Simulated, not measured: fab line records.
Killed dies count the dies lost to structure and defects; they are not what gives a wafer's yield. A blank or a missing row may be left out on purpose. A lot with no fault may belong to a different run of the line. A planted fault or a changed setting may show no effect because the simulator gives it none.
A lot that was struck, set against a sound lot + flow n5_finfet + 36 steps out of a route of 1938
Sound: wafers L477.1, L477.4, L477.6. Struck: wafer L488.1 (L488.2, L488.4, from the same lot, were not struck and are left out); the cause is given at the end.
Order at every step that has rows: each side's tool, ch and its chambers, its first start. Under that, the readings that differ: sound wafers + struck wafers + difference of the means + sigmas: that difference in standard deviations of wafers without a fault.
alike: same words and numbers on both sides, and readings whose means sit less than 2 such deviations apart. not compared: any withheld reading, any reading some wafer has no value for, any bound like >300 that may hide the same value, and any number with overlapping values for which the record gives no deviation.
Wherever a step has rows on one side only, a row that says differs or no value, or a row with sigmas, the two part there. When numbers do not overlap yet have no deviation, they are printed without sigmas and do not part them. A reading that every wafer of one side lacks parts them only if that side has two wafers or more.

first, 9 steps without rows for these wafers: N5_BEOL_M4_ANNEAL_95 (time 240 s); N5_BEOL_M4_SPUTTER_96 (material Cu, target thk 4.5 nm, time 8.29 s); N5_BEOL_M4_ECD_50 (material Cu, target thk 300 nm); N5_BEOL_M4_ANNEAL_51 (time 90 s); N5_BEOL_M4_CMP_52 (polishes, stops on SiOC, t overpolish 6.8 s, target thk 40 nm); N5_BEOL_M4_PRE_CLEAN_60 (time 15 s); N5_BEOL_M4_CO_CAP_55 (material Co, precursor CCTBA/H2, target thk 2 nm, time 102.1 s); N5_BEOL_M4_PRE_CLEAN_56 (time 15 s); N5_BEOL_M4_DEP_57 (deposits SiCN from 3MS/NH3, target thk 8 nm, time 14 s).
N5_BEOL_M4_RC_MEAS_101:
  sound on prober-01 ch 0, day 7 19:10; struck on prober-01 ch 0, day 10 21:51
  alike: DIBL_N, DIBL_P, IOFF_N, IOFF_P, ION_N, ION_P, SS_N, SS_P, VT_N, VT_P
then, 24 steps without rows for these wafers: N5_BEOL_M5_ILD_DEP_00 (deposits SiCOH lowk from DEMS/porogen, target thk 140.64 nm, time 25.9 s); N5_BEOL_M5_CURE_79 (cures SiCOH lowk, time 240 s); N5_BEOL_M5_PECVD_70 (deposits SiO2 from TEOS/O2, target thk 16 nm, time 18 s); N5_BEOL_M5_HM_DEP_02 (deposits TiN, target thk 20 nm); N5_BEOL_M5_COAT_59 (time 60 s, resist thk 60 nm); N5_BEOL_M5_COAT_60 (time 60 s, resist thk 12 nm); N5_BEOL_M5_COAT_71 (time 60 s, resist thk 5 nm); N5_BEOL_M5_COAT_05 (resist thk 30 nm); N5_BEOL_M5_EBR_07; N5_BEOL_M5_SOFTBAKE_06 (time 60 s); N5_BEOL_M5_EXPOSE_08 (exposes mask M5, target cd 28 nm); N5_BEOL_M5_PEB_09 (peb time 60 s); N5_BEOL_M5_DEVELOP_10 (develop time 30 s); N5_BEOL_M5_DESCUM_16 (chemistry O2, time 7 s); N5_BEOL_M5_ETCH_72 (etches underlayer in N2/H2, target depth 6.5 nm, time 5.2 s); N5_BEOL_M5_ETCH_61 (etches SiARC in CF4, target depth 15.6 nm, time 26 s); N5_BEOL_M5_ETCH_62 (etches SOC in N2/H2, target depth 75 nm, overetch 15 nm, time 112.5 s); N5_BEOL_M5_STRIP_63 (strips in N2/H2); N5_BEOL_M5_STRIP_73 (strips in N2/H2); N5_BEOL_M5_STRIP_64 (strips in CF4); N5_BEOL_M5_HM_OPEN_17 (chemistry Cl2/BCl3, target TiN, target depth 20 nm, overetch 6 nm); N5_BEOL_M5_STRIP_19 (strips in O2); N5_BEOL_M5_COAT_65 (time 60 s, resist thk 60 nm); N5_BEOL_M5_COAT_66 (time 60 s, resist thk 12 nm).
-- a jump in the record: the struck wafers' starts before and after are 4 days apart (it breaks off in module BEOL_M5 and resumes in module BEOL_M15, where the first step shown is number 1821 of the route) --
N5_BEOL_M15_SPUTTER_45: material Cu, target thk 100 nm, time 16.67 s.
  sound on pvd_sputter-01, day 11 09:14; struck on pvd_sputter-01, day 14 20:55
  alike: throttle_valve_pct
N5_PASSIVATION_PROBE_49:
  sound on prober-01, day 12 00:34; struck on prober-02, day 15 09:44
| reading                  | sound          | struck | difference | sigmas |
|--------------------------|----------------|--------|------------|--------|
| defect_limited_yield (%) | 90.9 93.6 92.0 | 72.7   | -19.5      | -14    |
| killed_at_M4_up          | 24 22 9        | 236    | +218       | +35    |
| killed_dies              | 107 76 94      | 322    | +230       | +14    |
| killed_on_rim            | 9 11 10        | 44     | +34        | +9     |
| sort_bin_5_function (%)  | 5.7 4.2 5.0    | 16.6   | +11.6      | +13    |
| sort_bin_6_memory (%)    | 3.1 2.2 2.9    | 10.4   | +7.7       | +12    |
| sort_n_pass              | 1073 1104 1086 | 858    | -230       | -14    |
| sort_yield_pct (%)       | 90.9 93.6 92.0 | 72.7   | -19.5      | -14    |
  alike: killed_at_M0_to_M3, killed_at_contacts, killed_at_front_end, killed_at_other, killed_open, killed_short, sort_bin_8_speed

WHERE THEY PART
Only at N5_PASSIVATION_PROBE_49, within this record.

WHY: what had been put in by the simulator
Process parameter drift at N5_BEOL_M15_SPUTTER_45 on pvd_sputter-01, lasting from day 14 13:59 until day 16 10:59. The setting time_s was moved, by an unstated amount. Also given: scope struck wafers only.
